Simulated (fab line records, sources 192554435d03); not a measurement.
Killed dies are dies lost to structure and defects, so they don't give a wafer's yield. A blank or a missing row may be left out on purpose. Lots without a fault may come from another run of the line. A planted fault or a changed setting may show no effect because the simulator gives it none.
Split-lot experiment | flow n5_finfet | 7 lots, 39 wafers read, on a route of 1938 steps

THE SPLIT
At N5_BEOL_M9_ETCH_62 (etches SOC in N2/H2, target depth 110 nm, overetch 22 nm, time 165 s), the setting time_s was moved away from the recipe's 165 s on 15 of the 39 wafers read, by -43.8% to +20.7%. The other wafers ran this setting at the recipe's value.

The reading is taken at the split's own step.

THE READING
SiARC_of_BEOL_M9_COAT_60.thk_nm (the simulator's own value, which no gauge read), in nm, at N5_BEOL_M9_ETCH_62 (etches SOC in N2/H2, target depth 110 nm, overetch 22 nm, time 165 s). The file gives no usual value for it. The 24 wafers here that ran the recipe average 23.8 nm, standard deviation 0.27 nm.

wafer  | tool, chamber at the split | time_s as run, s | against the recipe | SiARC_of_BEOL_M9_COAT_60.thk_nm, nm | against lot-mates on the recipe
L076.1 | rie_diel-05, 2             | 165              | recipe             | 23.6                                | -
L076.2 | rie_diel-05, 1             | 127.9            | -22.5%             | 25.4                                | +1.9
L076.3 | rie_diel-05, 3             | 127.9            | -22.5%             | 25.6                                | +2.1
L076.4 | rie_diel-05, 0             | 165              | recipe             | 23.6                                | -
L076.5 | rie_diel-05, 3             | 127.9            | -22.5%             | 25.6                                | +2.1
L076.6 | rie_diel-05, 0             | 165              | recipe             | 23.4                                | -
L086.1 | rie_diel-05, 1             | 165              | recipe             | 24                                  | -
L086.2 | rie_diel-05, 0             | 165              | recipe             | 23.6                                | -
L086.3 | rie_diel-05, 2             | 165              | recipe             | 23.8                                | -
L086.4 | rie_diel-05, 3             | 165              | recipe             | 24.2                                | -
L086.5 | rie_diel-05, 3             | 165              | recipe             | 24.2                                | -
L086.6 | rie_diel-05, 0             | 165              | recipe             | 23.4                                | -
L090.1 | rie_diel-05, 0             | 165              | recipe             | 23.6                                | -
L090.2 | rie_diel-05, 2             | 92.77            | -43.8%             | 26.6                                | +2.9
L090.3 | rie_diel-05, 1             | 92.77            | -43.8%             | 26.6                                | +2.9
L090.4 | rie_diel-05, 3             | 92.77            | -43.8%             | 26.6                                | +2.9
L090.5 | rie_diel-05, 1             | 165              | recipe             | 23.8                                | -
L090.6 | rie_diel-05, 2             | 165              | recipe             | 23.8                                | -
L091.1 | rie_diel-05, 3             | 165              | recipe             | 24                                  | -
L091.2 | rie_diel-05, 1             | 135.8            | -17.7%             | 24.8                                | +0.9
L091.3 | rie_diel-05, 2             | 135.8            | -17.7%             | 24.6                                | +0.7
L091.4 | rie_diel-05, 0             | 135.8            | -17.7%             | 24.6                                | +0.7
L091.5 | rie_diel-05, 2             | 165              | recipe             | 23.6                                | -
L091.6 | rie_diel-05, 3             | 165              | recipe             | 24                                  | -
L094.1 | rie_diel-04, 0             | 165              | recipe             | 23.8                                | -
L094.2 | rie_diel-04, 1             | 165              | recipe             | 23.4                                | -
L094.3 | rie_diel-04, 2             | 165              | recipe             | 23.6                                | -
L094.4 | rie_diel-04, 3             | 138.9            | -15.8%             | 24.2                                | +0.6
L094.5 | rie_diel-04, 0             | 138.9            | -15.8%             | 24.8                                | +1.2
L094.6 | rie_diel-04, 1             | 138.9            | -15.8%             | 24.4                                | +0.8
L095.1 | rie_diel-05, 1             | 165              | recipe             | 24                                  | -
L095.2 | rie_diel-05, 3             | 165              | recipe             | 24                                  | -
L095.3 | rie_diel-05, 2             | 165              | recipe             | 23.6                                | -
L095.4 | rie_diel-05, 2             | 199.1            | +20.7%             | 22.4                                | -1.5
L095.5 | rie_diel-05, 3             | 199.1            | +20.7%             | 23                                  | -0.9
L095.6 | rie_diel-05, 1             | 199.1            | +20.7%             | 22.6                                | -1.3
L096.1 | rie_diel-05, 2             | 165              | recipe             | 23.6                                | -
L096.4 | rie_diel-05, 3             | 165              | recipe             | 24.2                                | -
L096.5 | rie_diel-05, 0             | 165              | recipe             | 23.2                                | -

THE FIT
A straight line over all 39 wafers: SiARC_of_BEOL_M9_COAT_60.thk_nm changes by -0.0625 nm for each +1% of time_s; r = -0.96; the points scatter about the line by 0.29 nm.
The same after taking each lot's own level away (the mean of its wafers on the recipe; 39 wafers): -0.0651 nm for each +1%; r = -0.96; scatter 0.29 nm.
On that fit, the largest move of time_s shifts the reading by 2.8 nm.
The lots' own levels span 23.53 to 23.87 nm, that is 1.2 times the standard deviation above.
So the lot-to-lot level changes the slope little: the two slopes agree.
Check: with one of the wafers moved furthest among these (-43.8%) left out of the fit, the line predicts +2.86 nm for it against its lot-mates. It came out at +2.87 nm against them.

THE WHOLE CHAIN: every reading that the file lists as answering this split, in the file's order
step               | what it does                                                         | reading                                                                          | change (the file's fit)                                                            | r (the file's)
N5_BEOL_M9_ETCH_62 | etches SOC in N2/H2, target depth 110 nm, overetch 22 nm, time 165 s | etch.depth_nm (the simulator's own value, which no gauge read)                   | not straight: 71.18 at the lowest setting, 99.87 at the recipe, 100 at the highest | not given
N5_BEOL_M9_ETCH_62 | etches SOC in N2/H2, target depth 110 nm, overetch 22 nm, time 165 s | SiARC_of_BEOL_M9_COAT_60.thk_nm (the simulator's own value, which no gauge read) | -0.0654 nm for each +1% of the setting                                             | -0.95

THE FILE'S OWN FIT
SiARC_of_BEOL_M9_COAT_60.thk_nm changes by -0.0654 nm for each +1% of time_s, r = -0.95.
